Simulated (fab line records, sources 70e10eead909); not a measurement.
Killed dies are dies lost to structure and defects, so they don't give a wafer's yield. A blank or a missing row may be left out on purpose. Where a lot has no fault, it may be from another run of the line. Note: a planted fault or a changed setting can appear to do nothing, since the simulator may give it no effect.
Which tool did it? -- flow nand_harc -- Sampling: 13 lots, 38 wafers, 4 of 1302 route steps

WHAT THE GAUGES READ, wafer by wafer
NHARC_A_SOURCE_PLATE_THK_MEAS_09: measures by ellipsometry. Usual: thk_nm at 9.7 nm, with a standard deviation of 1.
lot,measured,on,thk_nm (nm),flag
L869,day 6 23:25,film_metro-02,8.0 10.1 11.3,
L870,day 7 18:11,film_metro-01,8.3 10.0 10.2,
L871,day 8 02:36,film_metro-01,8.9 11.0 7.4,
L872,day 8 07:44,film_metro-02,10.3 9.8 9.2,
L873,day 8 17:05,film_metro-01,10.7 11.2 10.7,
L875,day 9 16:29,film_metro-02,9.1 10.8 9.5,
L877,day 10 16:20,film_metro-02,9.4 9.9 8.5,
L879,day 11 07:08,film_metro-02,9.6 10.4 8.7,
L878,day 11 07:08,film_metro-01,9.0 9.8 9.2,
L880,day 11 17:35,film_metro-02,10.1 10.1 7.3,
L882,day 12 09:44,film_metro-01,10.1 10.2 10.4,
L890,day 15 20:14,film_metro-02,12.1 9.6,
L892,day 16 14:43,film_metro-01,8.6 8.7 11.3,

NHARC_A_SOURCE_PLATE_INSPECT_08. Usual: raw_defect_count at 62, with a standard deviation of 25.
lot,measured,on,raw_defect_count,flag
L869,day 7 11:56,defect_inspect-01,102 116 105,
L870,day 8 07:11,defect_inspect-01,33 60 42,
L871,day 8 15:11,defect_inspect-01,39 69 93,
L872,day 8 22:27,defect_inspect-01,56 42 29,
L873,day 9 06:56,defect_inspect-02,77 63 86,
L875,day 10 06:05,defect_inspect-02,29 59 58,
L877,day 11 05:45,defect_inspect-01,47 34 45,
L879,day 11 20:14,defect_inspect-01,43 65 68,
L878,day 11 20:14,defect_inspect-02,69 77 125,
L880,day 12 08:53,defect_inspect-01,64 85 72,
L882,day 12 22:56,defect_inspect-01,66 38 36,
L890,day 16 08:48,defect_inspect-01,34 37,
L892,day 17 03:54,defect_inspect-02,56 52 37,

NHARC_A_ONON_D1_THK_MEAS_02: measures by ellipsometry. Usual: thk_nm at 1000 nm, with a standard deviation of 11.
lot,measured,on,thk_nm (nm),flag
L869,day 7 12:31,film_metro-02,1001 1001 1000,
L870,day 8 07:46,film_metro-01,999 999 1000,
L871,day 8 15:46,film_metro-02,998 999 997,
L872,day 8 23:02,film_metro-02,1011 1013 1012,
L873,day 9 07:31,film_metro-01,987 989 987,
L875,day 10 06:41,film_metro-01,987 990 989,
L877,day 11 06:19,film_metro-02,1023 1023 1022,
L879,day 11 20:49,film_metro-01,996 993 994,
L878,day 11 20:50,film_metro-02,992 992 991,
L880,day 12 09:48,film_metro-02,990 992 991,
L882,day 12 23:30,film_metro-01,996 996 998,
L890,day 16 09:23,film_metro-01,995 1043,
L892,day 17 04:29,film_metro-02,984 984 985,

WHICH TOOL RAN EACH LOT (tool, then ch and the chambers of the sampled wafers, then the start)
lot,NHARC_A_ONON_D1_DEP_00
L869,"pecvd_onon-03 ch 0, day 7 12:04"
L870,"pecvd_onon-03 ch 0, day 8 07:16"
L871,"pecvd_onon-03 ch 0, day 8 15:26"
L872,"pecvd_onon-03 ch 0, day 8 22:31"
L873,"pecvd_onon-04 ch 0, day 9 07:00"
L875,"pecvd_onon-01 ch 0, day 10 06:14"
L877,"pecvd_onon-03 ch 0, day 11 05:49"
L879,"pecvd_onon-01 ch 0, day 11 20:22"
L878,"pecvd_onon-03 ch 0, day 11 20:25"
L880,"pecvd_onon-03 ch 0, day 12 09:23"
L882,"pecvd_onon-03 ch 0, day 12 22:59"
L890,"pecvd_onon-03 ch 0, day 16 08:56"
L892,"pecvd_onon-01 ch 0, day 17 04:01"
- NHARC_A_ONON_D1_DEP_00: target thk 1000 nm.

WHAT THE TOOLS THEMSELVES READ (means of the sampled wafers that have a number; where no wafer has one, the mark that the record gives instead)
The record holds no such reading with a usual standard deviation.

THE ANSWER, worked out from the rows above alone
Rule: a lot counts as off when the mean over its wafers that have a number is more than 3 standard deviations away from the usual mean. A lot without any number at a reading at which 4 lots or more have one is off too. Any other lot the step has rows for is counted as sound. The gauges are gone through in route order, then the tools' own readings, and for those a lot's mean is taken as printed above. The first step at which some lot is off is used, and at that step the reading that is off furthest; a lot without a number counts as furthest.
No lot is off on any of the readings shown, so nothing can be concluded from this.

WHAT WAS PUT IN BY THE SIMULATOR
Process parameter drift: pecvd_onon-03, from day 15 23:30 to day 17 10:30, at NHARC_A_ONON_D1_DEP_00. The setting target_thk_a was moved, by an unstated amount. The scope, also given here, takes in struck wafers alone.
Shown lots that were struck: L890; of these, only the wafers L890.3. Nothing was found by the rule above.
